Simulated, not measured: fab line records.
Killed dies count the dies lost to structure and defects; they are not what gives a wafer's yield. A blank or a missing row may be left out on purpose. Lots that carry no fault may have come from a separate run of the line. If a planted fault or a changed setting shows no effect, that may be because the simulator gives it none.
Chamber matching / flow n5 finfet / rie diel-06 running N5_BEOL_M2_DESCUM_16: 4 sister chambers
The step chemistry O2, time 7 s. 14 wafers are shown with their chamber, then 7 later ones without.

WAFERS, EACH WITH ITS CHAMBER
wafer=L078.2; chamber=2; showerhead plenum p Torr (Torr)=2.15; oes product au (a.u.)=0.69; throttle valve pct (%)=20.38
wafer=L078.4; chamber=3; showerhead plenum p Torr (Torr)=2.00; oes product au (a.u.)=0.75; throttle valve pct (%)=20.45
wafer=L078.6; chamber=2; showerhead plenum p Torr (Torr)=2.15; oes product au (a.u.)=0.70; throttle valve pct (%)=20.40
wafer=L079.2; chamber=1; showerhead plenum p Torr (Torr)=2.04; oes product au (a.u.)=0.98; throttle valve pct (%)=20.16
wafer=L079.3; chamber=0; showerhead plenum p Torr (Torr)=2.18; oes product au (a.u.)=0.72; throttle valve pct (%)=20.93
wafer=L079.5; chamber=2; showerhead plenum p Torr (Torr)=2.15; oes product au (a.u.)=0.70; throttle valve pct (%)=20.42
wafer=L080.1; chamber=0; showerhead plenum p Torr (Torr)=2.18; oes product au (a.u.)=0.71; throttle valve pct (%)=20.93
wafer=L080.3; chamber=3; showerhead plenum p Torr (Torr)=2.00; oes product au (a.u.)=0.75; throttle valve pct (%)=20.49
wafer=L080.5; chamber=1; showerhead plenum p Torr (Torr)=2.04; oes product au (a.u.)=0.97; throttle valve pct (%)=20.15
wafer=L085.2; chamber=0; showerhead plenum p Torr (Torr)=2.18; oes product au (a.u.)=0.70; throttle valve pct (%)=20.97
wafer=L085.5; chamber=1; showerhead plenum p Torr (Torr)=2.04; oes product au (a.u.)=0.98; throttle valve pct (%)=20.16
wafer=L085.6; chamber=3; showerhead plenum p Torr (Torr)=1.99; oes product au (a.u.)=0.75; throttle valve pct (%)=20.50
wafer=L086.1; chamber=3; showerhead plenum p Torr (Torr)=1.99; oes product au (a.u.)=0.73; throttle valve pct (%)=20.52
wafer=L086.3; chamber=0; showerhead plenum p Torr (Torr)=2.17; oes product au (a.u.)=0.70; throttle valve pct (%)=20.98

SIGNATURES (means of the wafers above)
reading=showerhead plenum p Torr; chamber 0=2.1775; chamber 1=2.0400; chamber 2=2.1500; chamber 3=1.9950; scatter within a chamber=0.00418
reading=oes product au; chamber 0=0.7075; chamber 1=0.9767; chamber 2=0.6967; chamber 3=0.7450; scatter within a chamber=0.00842
reading=throttle valve pct; chamber 0=20.9525; chamber 1=20.1567; chamber 2=20.4000; chamber 3=20.4900; scatter within a chamber=0.0235
Rule: distance of a wafer from a chamber = root of the sum over the readings of ((wafer's reading minus chamber's mean) / reading's scatter) squared. The wafer belongs to the nearest chamber; if the next one is less than 2 further off, it can't be placed. How the scatter is found: for the shown wafers, subtract from each reading the mean of its chamber, square and add these, divide the total by (wafers less chambers), then take the root.

WAFERS WHOSE CHAMBER IS MISSING
wafer=L086.5; showerhead plenum p Torr (Torr)=2.17; oes product au (a.u.)=0.70; throttle valve pct (%)=20.97
wafer=L091.2; showerhead plenum p Torr (Torr)=2.14; oes product au (a.u.)=0.68; throttle valve pct (%)=20.44
wafer=L091.5; showerhead plenum p Torr (Torr)=2.03; oes product au (a.u.)=0.95; throttle valve pct (%)=20.18
wafer=L091.6; showerhead plenum p Torr (Torr)=2.17; oes product au (a.u.)=0.70; throttle valve pct (%)=20.98
wafer=L095.2; showerhead plenum p Torr (Torr)=2.17; oes product au (a.u.)=0.68; throttle valve pct (%)=20.99
wafer=L095.5; showerhead plenum p Torr (Torr)=2.17; oes product au (a.u.)=0.69; throttle valve pct (%)=20.98
wafer=L095.6; showerhead plenum p Torr (Torr)=1.99; oes product au (a.u.)=0.74; throttle valve pct (%)=20.53

THE CHAMBER EACH PASSED THROUGH
wafer=L086.5; from the rows above=0; in truth=0
wafer=L091.2; from the rows above=2; in truth=2
wafer=L091.5; from the rows above=1; in truth=1
wafer=L091.6; from the rows above=0; in truth=0
wafer=L095.2; from the rows above=0; in truth=0
wafer=L095.5; from the rows above=0; in truth=0
wafer=L095.6; from the rows above=3; in truth=3
7 of 7 placed correctly. From these rows, 0 cannot be placed. Placed wrongly: 0.
